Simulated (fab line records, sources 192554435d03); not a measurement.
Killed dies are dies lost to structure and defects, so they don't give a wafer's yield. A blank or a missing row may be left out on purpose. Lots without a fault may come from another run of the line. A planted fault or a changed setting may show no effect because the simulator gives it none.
Which tool did it? | flow n5_finfet | 24 lots, 72 wafers sampled, at 3 steps of a route of 1938

WHAT THE GAUGES READ, wafer by wafer
N5_BEOL_M8_CD_MEAS_35: target cd 40 nm.
lot  | measured     | on        | cd_nm (nm)
L074 | day 9 04:44  | cd_sem-01 | 41.1 39.9 40.0
L076 | day 9 14:46  | cd_sem-02 | 40.4 39.9 40.5
L075 | day 9 23:20  | cd_sem-01 | 40.9 41.3 41.0
L077 | day 10 09:23 | cd_sem-03 | 40.3 41.0 40.7
L078 | day 10 22:13 | cd_sem-01 | 40.5 40.4 40.1
L079 | day 11 07:49 | cd_sem-01 | 40.1 40.0 40.3
L080 | day 11 14:23 | cd_sem-01 | 40.7 39.8 39.4
L083 | day 11 21:35 | cd_sem-02 | 40.2 40.2 40.4
L081 | day 12 07:56 | cd_sem-01 | 39.7 40.0 39.8
L082 | day 12 08:48 | cd_sem-01 | 40.0 40.5 40.0
L084 | day 12 18:28 | cd_sem-03 | 40.5 40.9 40.7
L085 | day 13 00:38 | cd_sem-03 | 39.6 39.7 40.0
L089 | day 13 09:40 | cd_sem-03 | 40.0 40.0 39.7
L086 | day 13 10:04 | cd_sem-03 | 39.9 40.0 39.2
L087 | day 13 18:26 | cd_sem-01 | 39.8 40.0 40.3
L088 | day 13 18:50 | cd_sem-01 | 40.3 40.7 40.2
L090 | day 14 01:52 | cd_sem-01 | 40.1 39.7 40.6
L092 | day 14 04:44 | cd_sem-03 | 40.5 41.2 41.0
L093 | day 14 07:02 | cd_sem-02 | 40.1 39.9 39.6
L091 | day 14 11:46 | cd_sem-01 | 40.5 40.1 40.4
L094 | day 15 05:39 | cd_sem-01 | 40.4 40.4 40.7
L095 | day 15 06:02 | cd_sem-03 | 39.9 39.7 39.4
L097 | day 15 16:23 | cd_sem-03 | 40.7 41.1 40.5
L096 | day 16 10:44 | cd_sem-01 | 40.0 40.3 40.0

N5_BEOL_M9_OVL_MEAS_12.
lot  | measured     | on         | M9_OVL (nm)
L074 | day 9 09:41  | overlay-02 | -1.1 -1.6 -0.5
L076 | day 9 20:41  | overlay-01 | -0.9 -1.2 -0.8
L075 | day 10 06:22 | overlay-01 | -1.4 -0.5 -2.1
L077 | day 10 16:49 | overlay-02 | -0.7 -0.7 -0.7
L078 | day 11 02:47 | overlay-02 | 0.0 -1.5 -0.4
L079 | day 11 13:11 | overlay-01 | -0.9 0.4 0.0
L080 | day 11 21:19 | overlay-01 | -1.2 -0.2 -0.3
L083 | day 12 04:02 | overlay-01 | -0.4 -1.0 -1.1
L081 | day 12 13:19 | overlay-01 | -0.1 0.1 -0.5
L082 | day 12 13:32 | overlay-02 | -0.3 -0.6 -0.8
L084 | day 12 22:47 | overlay-01 | 0.3 0.4 0.6
L085 | day 13 06:06 | overlay-02 | -1.5 -0.6 -0.4
L089 | day 13 15:31 | overlay-02 | 0.2 -1.3 -0.3
L086 | day 13 15:53 | overlay-02 | -1.8 -0.7 -1.0
L087 | day 13 22:55 | overlay-02 | -0.5 -0.8 -0.7
L088 | day 14 00:02 | overlay-01 | -1.1 -1.5 -1.7
L090 | day 14 05:30 | overlay-01 | -0.1 -1.8 -0.5
L092 | day 14 10:17 | overlay-02 | 1.3 -0.2 -0.2
L093 | day 14 11:28 | overlay-01 | -1.0 0.4 -1.2
L091 | day 14 16:37 | overlay-01 | -1.5 -0.8 -1.3
L094 | day 15 11:09 | overlay-02 | -1.4 -0.6 -0.6
L095 | day 15 11:19 | overlay-01 | -0.2 -1.7 -0.5
L097 | day 15 23:55 | overlay-01 | 0.6 -0.6 0.3
L096 | day 16 17:34 | overlay-01 | -1.1 -2.0 -1.1

WHICH TOOL RAN EACH LOT (tool, then ch and the chambers of the sampled wafers, then the start)
lot  | N5_BEOL_M8_DEGAS_44
L074 | pvd_sputter-03, day 9 05:13
L076 | pvd_sputter-02, day 9 15:25
L075 | pvd_sputter-03, day 10 00:02
L077 | pvd_sputter-02, day 10 11:21
L078 | pvd_sputter-03, day 10 22:55
L079 | pvd_sputter-02, day 11 08:30
L080 | pvd_sputter-02, day 11 16:07
L083 | pvd_sputter-03, day 11 22:02
L081 | pvd_sputter-03, day 12 08:49
L082 | pvd_sputter-03, day 12 09:26
L084 | pvd_sputter-03, day 12 19:14
L085 | pvd_sputter-03, day 13 01:04
L089 | pvd_sputter-02, day 13 10:04
L086 | pvd_sputter-03, day 13 10:26
L087 | pvd_sputter-02, day 13 18:59
L088 | pvd_sputter-01, day 13 19:14
L090 | pvd_sputter-01, day 14 02:13
L092 | pvd_sputter-03, day 14 05:38
L093 | pvd_sputter-02, day 14 07:40
L091 | pvd_sputter-01, day 14 12:29
L094 | pvd_sputter-03, day 15 06:36
L095 | pvd_sputter-03, day 15 06:41
L097 | pvd_sputter-03, day 15 16:54
L096 | pvd_sputter-01, day 16 11:16
- N5_BEOL_M8_DEGAS_44: time 60 s.

WHAT THE TOOLS THEMSELVES READ (means of the sampled wafers that have a number; where no wafer has one, the mark that the record gives instead)
N5_BEOL_M8_DEGAS_44.
lot  | tool           | heater_power_w (W)
L074 | pvd_sputter-03 | 327
L076 | pvd_sputter-02 | 309
L075 | pvd_sputter-03 | 332
L077 | pvd_sputter-02 | 305
L078 | pvd_sputter-03 | 325
L079 | pvd_sputter-02 | 342
L080 | pvd_sputter-02 | 310
L083 | pvd_sputter-03 | 346
L081 | pvd_sputter-03 | 321
L082 | pvd_sputter-03 | 331
L084 | pvd_sputter-03 | 341
L085 | pvd_sputter-03 | 337
L089 | pvd_sputter-02 | 346
L086 | pvd_sputter-03 | 332
L087 | pvd_sputter-02 | 342
L088 | pvd_sputter-01 | 338
L090 | pvd_sputter-01 | 309
L092 | pvd_sputter-03 | 328
L093 | pvd_sputter-02 | 305
L091 | pvd_sputter-01 | 334
L094 | pvd_sputter-03 | 335
L095 | pvd_sputter-03 | 346
L097 | pvd_sputter-03 | 319
L096 | pvd_sputter-01 | 342

THE ANSWER, worked out from the rows above alone
Rule: what is usual is taken from the lots themselves. Put in order of their means at a reading, lots are off if they are a third of the lots or fewer, leave a main group of 4 or more, and stand apart from it by a gap of 3 or more times the standard deviation of the main group's means; of several such gaps the widest counts. A main group whose means are all the same, to the digits that the tables above print for the reading, isn't used. A lot without any number at a reading at which 4 lots or more have one is off too. The other lots that the step has rows for count as sound. The gauges are gone through in route order, then the tools' own readings, and for those a lot's mean is taken as printed above. The first step at which some lot is off is used, and at that step the reading that is off furthest; a lot without a number counts as furthest.
No lot is off at any reading shown: from this, nothing can be told.

WHAT THE SIMULATOR HAD PUT IN
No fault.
